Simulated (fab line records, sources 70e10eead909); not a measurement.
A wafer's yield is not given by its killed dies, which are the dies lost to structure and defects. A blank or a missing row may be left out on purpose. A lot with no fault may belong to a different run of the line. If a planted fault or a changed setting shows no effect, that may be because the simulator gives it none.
Chamber matching / flow nand harc / 4 sister chambers for NHARC_A_WL_FILL_CMP_12 on cmp-03
The step polishes, t overpolish 30 s, target thk 75 nm. 4 wafers are shown with their chamber, then 7 later ones without.

## WAFERS, EACH WITH ITS CHAMBER
wafer=L081.4; chamber=0; motor current A (A)=12.4
wafer=L082.4; chamber=1; motor current A (A)=12.4
wafer=L093.1; chamber=2; motor current A (A)=14.4
wafer=L093.2; chamber=3; motor current A (A)=11.9

## WAFERS WITHOUT THEIR CHAMBER
wafer=L093.3; motor current A (A)=12.7
wafer=L096.2; motor current A (A)=11.8
wafer=L096.4; motor current A (A)=14.6
wafer=L096.5; motor current A (A)=14.1
wafer=L095.1; motor current A (A)=12.5
wafer=L095.2; motor current A (A)=14.1
wafer=L095.6; motor current A (A)=12.6

## WHICH CHAMBER EACH ONE RAN IN
wafer=L093.3; from the rows above=can't be placed: 0 or 1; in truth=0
wafer=L096.2; from the rows above=3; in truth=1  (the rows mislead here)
wafer=L096.4; from the rows above=2; in truth=2
wafer=L096.5; from the rows above=2; in truth=2
wafer=L095.1; from the rows above=can't be placed: 0 or 1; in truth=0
wafer=L095.2; from the rows above=2; in truth=2
wafer=L095.6; from the rows above=can't be placed: 0 or 1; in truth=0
3 of 7 placed correctly. Unplaceable from these rows: 3, with the true chamber sitting among the candidates in 3. Placed wrongly: 1.
How it was worked out, from the rows above alone: a wafer's distance from a chamber is the root of the sum, over the readings, of the square of ((its reading less the chamber's mean) divided by the reading's scatter). If the next closest chamber is less than 2 further off than the closest, the wafer can't be placed; otherwise it belongs to the closest. Each chamber's mean is taken over the wafers shown for it. The scatter: root of mean squared gap, hidden wafer to nearest shown wafer, with one shown wafer a chamber.
